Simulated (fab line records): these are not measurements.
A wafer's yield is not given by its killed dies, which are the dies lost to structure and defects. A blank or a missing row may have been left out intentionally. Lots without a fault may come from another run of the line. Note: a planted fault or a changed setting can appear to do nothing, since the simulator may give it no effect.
Chamber matching	flow nand harc	4 sister chambers for NHARC_P_BONDPAD_DESCUM_11 on rie diel-10
The step chemistry O2, time 3 s. 4 wafers are shown with their chamber, then 7 later ones without.

== WAFERS PAIRED WITH THEIR CHAMBERS ==
wafer	chamber	showerhead plenum p Torr (Torr)
L084.3	0	2.03
L084.5	3	1.81
L091.1	2	1.89
L091.3	1	2.01

== WAFERS WITH NO CHAMBER GIVEN ==
wafer	showerhead plenum p Torr (Torr)
L091.5	2.02
L092.1	1.81
L092.4	2.02
L092.5	1.81
L096.2	1.89
L096.4	2.02
L096.5	2.01

== THE CHAMBER EACH PASSED THROUGH ==
wafer	from the rows above	in truth
L091.5	can't be placed: 0 or 1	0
L092.1	3	3
L092.4	can't be placed: 0 or 1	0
L092.5	3	3
L096.2	2	2
L096.4	can't be placed: 0 or 1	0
L096.5	1	1
Correct placement for 4 of the 7. Can't be placed from these rows: 3 (the true chamber is among the candidates in 3). Placed wrongly: 0.
How it was worked out, from the rows above alone: a wafer's distance from a chamber is the root of the sum, over the readings, of the square of ((its reading less the chamber's mean) divided by the reading's scatter). If the next closest chamber is less than 2 further off than the closest, the wafer can't be placed; otherwise it belongs to the closest. Each chamber's mean is taken over the wafers shown for it. The scatter: root of mean squared gap, hidden wafer to nearest shown wafer, with one shown wafer a chamber.
